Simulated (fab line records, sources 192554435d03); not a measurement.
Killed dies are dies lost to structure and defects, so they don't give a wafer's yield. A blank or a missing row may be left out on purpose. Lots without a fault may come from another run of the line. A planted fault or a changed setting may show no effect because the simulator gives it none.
Which tool did it? | flow n5_finfet | 10 lots, 28 wafers sampled, at 6 steps of a route of 1938

WHAT THE GAUGES READ, wafer by wafer
N5_BEOL_M0_SAQP_THK_MEAS_05.
lot  | measured     | on            | thk_nm (nm)
L655 | day 5 21:23  | film_metro-02 | 58.8 58.6 59.5
L656 | day 6 04:25  | film_metro-02 | 59.3 59.2 59.9
L657 | day 6 12:41  | film_metro-01 | 58.9 59.9 61.7
L661 | day 7 10:05  | film_metro-01 | 58.6 60.7
L662 | day 7 12:59  | film_metro-02 | 60.1 60.1
L667 | day 9 20:50  | film_metro-02 | 59.6 60.8 60.0
L668 | day 9 20:56  | film_metro-01 | 59.9 61.2 60.9
L670 | day 9 23:08  | film_metro-01 | 59.7 60.2 60.4
L669 | day 9 23:23  | film_metro-01 | 60.2 61.2 60.5
L676 | day 11 10:22 | film_metro-01 | 59.7 61.1 61.1

N5_BEOL_M0_SAQP_CD_MEAS_14: target cd 42.5 nm.
lot  | measured     | on        | cd_nm (nm)
L655 | day 5 21:52  | cd_sem-02 | 42.5 42.2 42.6
L656 | day 6 04:46  | cd_sem-01 | 41.9 42.2 41.8
L657 | day 6 13:11  | cd_sem-01 | 42.4 42.3 42.1
L661 | day 7 10:34  | cd_sem-01 | 42.7 42.7
L662 | day 7 13:28  | cd_sem-03 | 42.7 43.1
L667 | day 9 21:19  | cd_sem-03 | 41.6 42.5 42.7
L668 | day 9 21:29  | cd_sem-02 | 41.7 42.4 42.3
L670 | day 9 23:37  | cd_sem-01 | 42.9 42.8 42.8
L669 | day 9 23:54  | cd_sem-03 | 42.0 42.8 41.9
L676 | day 11 10:44 | cd_sem-03 | 42.4 42.8 42.3

N5_BEOL_M0_SAQP_CD_MEAS_25: target cd 13.1 nm.
lot  | measured     | on        | cd_nm (nm)
L655 | day 6 00:00  | cd_sem-02 | 13.08 13.37 12.26
L656 | day 6 06:31  | cd_sem-02 | 12.93 12.83 13.02
L657 | day 6 14:50  | cd_sem-01 | 12.90 12.21 13.06
L661 | day 7 12:16  | cd_sem-03 | 11.83 12.84
L662 | day 7 15:42  | cd_sem-02 | 12.00 12.93
L667 | day 9 23:26  | cd_sem-01 | 12.81 12.80 13.00
L668 | day 10 00:19 | cd_sem-02 | 12.80 12.54 12.34
L670 | day 10 01:25 | cd_sem-01 | 13.10 12.84 12.88
L669 | day 10 01:58 | cd_sem-01 | 12.80 12.75 12.49
L676 | day 11 12:30 | cd_sem-03 | 12.59 12.78 12.81

N5_BEOL_M4_RC_MEAS_101.
lot  | measured     | on        | DIBL_N (mV/V)  | DIBL_P (mV/V)  | IOFF_N (nA/um)    | IOFF_P (nA/um) | ION_N (uA/um) | ION_P (uA/um) | SS_N (mV/dec)  | SS_P (mV/dec)  | VT_N (mV)   | VT_P (mV)
L655 | day 8 10:22  | prober-02 | 36.0 34.5 38.5 | 36.0 33.9 39.2 | 0.160 0.134 0.214 | 0.20 0.18 0.26 | 664 657 674   | 454 450 459   | 71.5 71.3 72.6 | 73.9 73.7 74.7 | 250 252 244 | -252 -256 -247
L656 | day 8 13:14  | prober-02 | 36.0 34.5 36.4 | 37.2 34.3 36.9 | 0.162 0.130 0.145 | 0.23 0.19 0.22 | 693 667 659   | 478 460 457   | 71.3 71.4 72.1 | 72.9 72.8 73.6 | 252 253 252 | -252 -250 -250
L657 | day 9 03:16  | prober-02 | 36.6 35.1 37.3 | 35.3 33.9 36.3 | 0.158 0.135 0.173 | 0.23 0.21 0.25 | 678 662 677   | 467 462 470   | 71.5 70.4 71.1 | 73.4 73.0 73.6 | 250 252 250 | -248 -248 -244
L661 | day 9 18:31  | prober-02 | 35.3 37.7      | 35.3 38.0      | 0.157 0.191       | 0.18 0.23      | 678 679       | 457 467       | 71.5 72.2      | 73.0 74.1      | 248 245     | -253 -249
L662 | day 9 23:21  | prober-01 | 37.5 36.1      | 37.5 35.6      | 0.210 0.158       | 0.21 0.18      | 689 671       | 465 453       | 71.5 71.5      | 73.6 72.5      | 245 249     | -251 -253
L667 | day 11 23:48 | prober-02 | 38.3 39.2 35.4 | 39.6 40.3 35.6 | 0.211 0.215 0.146 | 0.29 0.29 0.21 | 697 685 673   | 479 469 468   | 71.4 72.0 71.3 | 73.7 74.0 72.5 | 248 246 249 | -245 -244 -250
L668 | day 12 01:44 | prober-01 | 37.8 36.9 35.8 | 38.8 37.7 36.3 | 0.196 0.180 0.148 | 0.22 0.21 0.19 | 677 685 670   | 460 464 461   | 71.7 71.3 71.3 | 73.6 73.5 73.9 | 245 247 249 | -248 -250 -252
L670 | day 12 05:22 | prober-02 | 35.6 36.2 37.4 | 35.7 36.2 37.4 | 0.135 0.152 0.164 | 0.16 0.17 0.20 | 662 664 674   | 445 446 454   | 71.4 70.7 72.3 | 72.4 73.0 72.9 | 255 249 251 | -255 -255 -255
L669 | day 12 04:33 | prober-01 | 36.4 40.3 36.8 | 35.7 39.6 35.8 | 0.127 0.217 0.137 | 0.16 0.22 0.16 | 656 674 656   | 444 453 449   | 71.0 72.3 71.5 | 72.9 74.0 73.3 | 255 245 252 | -257 -252 -258
L676 | day 13 20:43 | prober-01 | 35.2 35.4 36.6 | 34.8 35.0 36.5 | 0.133 0.141 0.165 | 0.19 0.20 0.21 | 649 670 663   | 452 462 447   | 72.1 71.4 72.4 | 72.1 72.8 71.9 | 252 250 249 | -252 -251 -251

WHICH TOOL RAN EACH LOT (tool, then ch and the chambers of the sampled wafers, then the start)
lot  | N5_BEOL_M0_SAQP_SPACER1_ALD_98    | N5_BEOL_M0_SAQP_ETCH_102
L655 | ald_sin-03 ch 0,1,3, day 5 23:17  | rie_si-05 ch 0,2,3, day 6 00:23
L656 | ald_sin-03 ch 0,1,3, day 6 05:49  | rie_si-02 ch 0,1,3, day 6 06:40
L657 | ald_sin-03 ch 0,1, day 6 14:10    | rie_si-05 ch 0,2,3, day 6 14:58
L661 | ald_sin-03 ch 0,1, day 7 11:35    | rie_si-06 ch 1,2, day 7 12:24
L662 | ald_sin-03 ch 0,3, day 7 15:11    | rie_si-06 ch 0,1, day 7 15:58
L667 | ald_sin-02 ch 0,2,3, day 9 22:40  | rie_si-05 ch 2,3, day 9 23:35
L668 | ald_sin-02 ch 0,2, day 9 23:37    | rie_si-02 ch 1,3, day 10 00:28
L670 | ald_sin-04 ch 0,2,3, day 10 00:45 | rie_si-06 ch 2,3, day 10 01:34
L669 | ald_sin-04 ch 0,2,3, day 10 01:12 | rie_si-06 ch 0,1, day 10 02:07
L676 | ald_sin-02 ch 1,2,3, day 11 11:50 | rie_si-06 ch 0,3, day 11 12:38
- N5_BEOL_M0_SAQP_SPACER1_ALD_98: deposits SiO2, target thk 12.8 nm, pulse time 1 s, purge time 2 s.
- N5_BEOL_M0_SAQP_ETCH_102: etches SiO2 in CF4, target depth 4 nm, time 4.4 s.

WHAT THE TOOLS THEMSELVES READ (means of the sampled wafers that have a number; where no wafer has one, the mark that the record gives instead)
N5_BEOL_M0_SAQP_SPACER1_ALD_98.
lot  | tool       | heater_power_w (W) | precursor_pulse_height_rel
L655 | ald_sin-03 | 439                | 0.999
L656 | ald_sin-03 | 434                | 0.992
L657 | ald_sin-03 | 454                | 1.003
L661 | ald_sin-03 | 462                | 1.012
L662 | ald_sin-03 | 434                | 1.011
L667 | ald_sin-02 | 488                | 1.007
L668 | ald_sin-02 | 491                | 0.999
L670 | ald_sin-04 | 463                | 0.995
L669 | ald_sin-04 | 483                | 1.001
L676 | ald_sin-02 | 440                | 1.020

N5_BEOL_M0_SAQP_ETCH_102.
lot  | tool      | drypump_motor_current_A (A) | he_backside_leak_sccm (sccm) | oes_product_au (a.u.) | throttle_valve_pct (%)
L655 | rie_si-05 | 5.9                         | 2.78                         | 0.993                 | 21.9
L656 | rie_si-02 | 5.6                         | 2.77                         | 1.014                 | 21.5
L657 | rie_si-05 | 6.0                         | 2.72                         | 0.993                 | 21.9
L661 | rie_si-06 | 5.2                         | 2.67                         | 1.012                 | 21.6
L662 | rie_si-06 | 5.3                         | 2.84                         | 0.977                 | 21.4
L667 | rie_si-05 | 6.2                         | 2.61                         | 1.003                 | 21.9
L668 | rie_si-02 | 5.6                         | 2.47                         | 1.011                 | 21.4
L670 | rie_si-06 | 5.5                         | 2.53                         | 1.023                 | 21.8
L669 | rie_si-06 | 5.2                         | 2.94                         | 0.976                 | 21.4
L676 | rie_si-06 | 5.8                         | 2.58                         | 1.002                 | 21.7

THE ANSWER, worked out from the rows above alone
Rule: what is usual is taken from the lots themselves. Put in order of their means at a reading, lots are off if they are a third of the lots or fewer, leave a main group of 4 or more, and stand apart from it by a gap of 3 or more times the standard deviation of the main group's means; of several such gaps the widest counts. A main group whose means are all the same, to the digits that the tables above print for the reading, isn't used. A lot without any number at a reading at which 4 lots or more have one is off too. The other lots that the step has rows for count as sound. The gauges are gone through in route order, then the tools' own readings, and for those a lot's mean is taken as printed above. The first step at which some lot is off is used, and at that step the reading that is off furthest; a lot without a number counts as furthest.
No lot is off at any reading shown: from this, nothing can be told.

WHAT THE SIMULATOR HAD PUT IN
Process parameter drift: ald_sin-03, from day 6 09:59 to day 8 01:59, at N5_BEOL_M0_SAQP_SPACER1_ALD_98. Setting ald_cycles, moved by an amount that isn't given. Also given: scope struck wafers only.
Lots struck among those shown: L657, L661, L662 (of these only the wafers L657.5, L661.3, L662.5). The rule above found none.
